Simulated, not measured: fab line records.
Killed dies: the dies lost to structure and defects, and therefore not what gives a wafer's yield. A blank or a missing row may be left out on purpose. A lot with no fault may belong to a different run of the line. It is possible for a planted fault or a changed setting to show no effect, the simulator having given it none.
A struck lot beside a sound one | flow nand harc | 14 out of 1159 route steps
Sound: the wafers L332.1, L332.3, L332.6. Struck: wafer L328.2. (L328.3, L328.4 of the same lot were not struck and are left out.) The cause comes at the end.
Per side, at each step with rows, come the tool, then ch with its chambers, and then its first start. Under that, the readings that differ: sound wafers | struck wafers | difference of the means | sigmas: that difference in standard deviations of wafers without a fault.
alike: readings with means less than 2 such deviations apart, plus words and numbers identical on both sides. not compared: withheld readings, readings lacking a value on some wafer, bounds such as >300 that could conceal the same value, and numbers that have no deviation in the record and whose values overlap.
The two part at a step that has a row with sigmas, a row that says differs or no value, or rows on one side only. When numbers do not overlap yet have no deviation, they are printed without sigmas and do not part them. Lack of a reading on every wafer of one side parts them only where that side has two or more wafers.

NHARC_A_SOURCE_PLATE_THK_MEAS_06: measures by ellipsometry.
  sound on film metro-02, day 11 10:53; struck on film metro-02, day 10 06:05
  alike: thk nm
NHARC_A_SOURCE_PLATE_INSPECT_08:
  sound on defect inspect-02, day 11 10:58; struck on defect inspect-02, day 10 06:08
  alike: raw defect count
then, no rows for these wafers at 1 step: NHARC_A_ONON_D1_DEP_00 (target thk 1000 nm).
NHARC_A_ONON_D1_THK_MEAS_02: measures by ellipsometry.
  sound on film metro-01, day 11 11:33; struck on film metro-02, day 10 06:43
  alike: thk nm
then, no rows for these wafers at 1 step: NHARC_A_ONON_D1_DEP_03 (target thk 1000 nm).
NHARC_A_ONON_D1_THK_MEAS_05: measures by ellipsometry.
  sound on film metro-02, day 11 12:09; struck on film metro-01, day 10 07:17
  alike: thk nm
then, no rows for these wafers at 1 step: NHARC_A_ONON_D1_DEP_06 (target thk 1000 nm).
NHARC_A_ONON_D1_THK_MEAS_08: measures by ellipsometry.
  sound on film metro-02, day 11 12:43; struck on film metro-01, day 10 07:52
  alike: thk nm
then, no rows for these wafers at 1 step: NHARC_A_ONON_D1_DEP_09 (target thk 1000 nm).
NHARC_A_ONON_D1_THK_MEAS_11: measures by ellipsometry.
  sound on film metro-02, day 11 13:17; struck on film metro-01, day 10 08:25
  alike: thk nm
NHARC_A_ONON_D1_DEP_12: target thk 1000 nm.
  sound on pecvd onon-02 ch 0, day 11 13:20; struck on pecvd onon-03 ch 0, day 10 08:32
  reading              | sound          | struck | difference | sigmas
  n2o flow sccm (sccm) | 1995 1993 1995 | 2007   | +13        | +2
NHARC_A_ONON_D1_THK_MEAS_14: measures by ellipsometry.
  sound on film metro-01, day 11 13:52; struck on film metro-01, day 10 09:01
  reading     | sound       | struck | difference | sigmas
  thk nm (nm) | 998 997 999 | 626    | -372       | -45
then, 1 step without rows for these wafers: NHARC_A_ONON_D1_ANNEAL_15 (time 3600 s).
-- the record jumps here: 12 days lie between the struck wafers' starts before and after (it left off in module A_ONON_D1 and takes up again in module END, whose first step shown is number 1159 of the route) --
NHARC_END_SORT_01:
  the record has rows for the struck wafers here (prober-02 ch 0, day 22 01:15) and none for the sound ones

WHERE THEY PART
Earliest at NHARC_A_ONON_D1_DEP_12; latest, in this record, at NHARC_END_SORT_01.

WHY: whatever the simulator had introduced
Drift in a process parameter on pecvd onon-03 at NHARC_A_ONON_D1_DEP_12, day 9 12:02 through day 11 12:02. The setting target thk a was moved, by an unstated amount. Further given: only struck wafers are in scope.
